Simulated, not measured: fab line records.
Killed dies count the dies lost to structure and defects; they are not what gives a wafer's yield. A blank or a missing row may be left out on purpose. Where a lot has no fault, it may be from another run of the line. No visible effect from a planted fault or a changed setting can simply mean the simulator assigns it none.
Split-lot experiment | flow n5Finfet | 21 wafers read across 7 lots, on a route 1938 steps long

== THE SPLIT ITSELF ==
At N5_BEOL_M10_COAT_63 (time 60 s, resist thk 100 nm), the setting spinRpm was moved away from the recipe's 1500 rpm on 8 of the 21 wafers read, by -7.8% to +8.1%. This setting was run at the recipe's value on the other wafers.

== FROM THE SPLIT TO THE READING: what the file shows between them, 7 steps ==
- N5_BEOL_M10_COAT_64: time 60 s, resist thk 30 nm (also split here: spinRpm)
- N5_BEOL_M10_COAT_22: resist thk 90 nm
- N5_BEOL_M10_EBR_24
- N5_BEOL_M10_DESCUM_33: chemistry O2, time 7.9 s
- N5_BEOL_M10_ETCH_65: etches SiARC in CF4, target depth 39 nm, time 65 s
- N5_BEOL_M10_ETCH_66: etches SOC in N2/H2, target depth 120 nm, overetch 24 nm, time 180 s
- N5_BEOL_M10_STRIP_69: strips in N2/H2

== THE READING ==
SOC_of_BEOL_M10_COAT_63.thkNm (the simulator's own value, which no gauge read), in nm, at N5_BEOL_M10_VIA_ETCH_34 (etches SiCOH lowk in C4F6/O2, target depth 184.5 nm, time 69.2 s). There is no usual value for it anywhere in the file. The 13 wafers here that ran the recipe average 91.9 nm, standard deviation 0.36 nm.

wafer  | tool, chamber at the split | spinRpm as run, rpm | against the recipe | SOC_of_BEOL_M10_COAT_63.thkNm, nm | against lot-mates on the recipe
L078.4 | lithoTrack-05, 0           | 1500                | recipe             | 92                                | -
L078.5 | lithoTrack-05, 0           | 1500                | recipe             | 91.8                              | -
L078.6 | lithoTrack-05, 0           | 1500                | recipe             | 91.8                              | -
L081.1 | lithoTrack-02, 0           | 1383                | -7.8%              | 95.4                              | +4.4
L081.5 | lithoTrack-02, 0           | 1383                | -7.8%              | 95.4                              | +4.4
L081.3 | lithoTrack-02, 0           | 1500                | recipe             | 91                                | -
L080.1 | lithoTrack-05, 0           | 1500                | recipe             | 91.8                              | -
L080.2 | lithoTrack-05, 0           | 1457                | -2.9%              | 93.6                              | +1.8
L080.6 | lithoTrack-05, 0           | 1457                | -2.9%              | 93.4                              | +1.6
L084.2 | lithoTrack-05, 0           | 1500                | recipe             | 91.8                              | -
L084.6 | lithoTrack-05, 0           | 1500                | recipe             | 91.8                              | -
L084.5 | lithoTrack-05, 0           | 1500                | recipe             | 92.2                              | -
L083.1 | lithoTrack-02, 0           | 1621                | +8.1%              | 87.6                              | -4.0
L083.2 | lithoTrack-02, 0           | 1500                | recipe             | 91.6                              | -
L083.4 | lithoTrack-02, 0           | 1621                | +8.1%              | 88                                | -3.6
L088.1 | lithoTrack-02, 0           | 1398                | -6.8%              | 95.4                              | +3.2
L088.3 | lithoTrack-02, 0           | 1398                | -6.8%              | 95.4                              | +3.2
L088.4 | lithoTrack-02, 0           | 1500                | recipe             | 92.2                              | -
L091.1 | lithoTrack-05, 0           | 1500                | recipe             | 92                                | -
L091.4 | lithoTrack-05, 0           | 1500                | recipe             | 92.6                              | -
L091.6 | lithoTrack-05, 0           | 1500                | recipe             | 92.2                              | -

THE FIT
A straight line over all 21 wafers: SOC_of_BEOL_M10_COAT_63.thkNm changes by -0.492 nm for each +1% of spinRpm; r = -0.99; the points scatter about the line by 0.34 nm.
The same after taking each lot's own level away (the mean of its wafers on the recipe; 21 wafers): -0.504 nm for each +1%; r = -0.99; scatter 0.24 nm.
Per that fit: largest spinRpm move, reading shift of 4.1 nm.
Across the lots, their own levels run from 91.00 to 92.27 nm, a range of 3.5 times the standard deviation given above.
So the lot-to-lot level changes the slope little: the two slopes agree.
Check: -3.99 nm against its lot-mates is what the line predicts for one of the wafers moved furthest among these (+8.1%) when that wafer is left out of the fit. Against them it came out at -4 nm.

== OTHER SPLITS APPLIED TO THESE WAFERS ==
These wafers also went through other splits before the reading. Each is held against what the fit with the lots' levels taken away leaves over:
other split on the same wafers | wafers away from the commonest value | r with SOC_of_BEOL_M10_COAT_63.thkNm (lot level and that fit taken away)
N5_BEOL_M8_PEB_09 pebTimeS     | 8                                    | -0.03
N5_BEOL_M9_ILD_DEP_00 timeS    | 6                                    | -0.22
N5_BEOL_M10_COAT_64 spinRpm    | 6                                    | -0.22

== THE WHOLE CHAIN: every reading that the file lists as answering this split, in the file's order ==
step                    | what it does                                                         | reading                                                                        | change (the file's fit)               | r (the file's)
N5_BEOL_M10_COAT_63     | time 60 s, resist thk 100 nm                                         | SOC_of_BEOL_M10_COAT_63.thkNm (the simulator's own value, which no gauge read) | -0.503 nm for each +1% of the setting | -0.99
N5_BEOL_M10_ETCH_66     | etches SOC in N2/H2, target depth 120 nm, overetch 24 nm, time 180 s | etch.depthNm (the simulator's own value, which no gauge read)                  | -0.505 nm for each +1% of the setting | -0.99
N5_BEOL_M10_VIA_ETCH_34 | etches SiCOH lowk in C4F6/O2, target depth 184.5 nm, time 69.2 s     | SOC_of_BEOL_M10_COAT_63.thkNm (the simulator's own value, which no gauge read) | -0.508 nm for each +1% of the setting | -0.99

== FILE'S OWN FIT ==
SOC_of_BEOL_M10_COAT_63.thkNm changes by -0.508 nm for each +1% of spinRpm, r = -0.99.
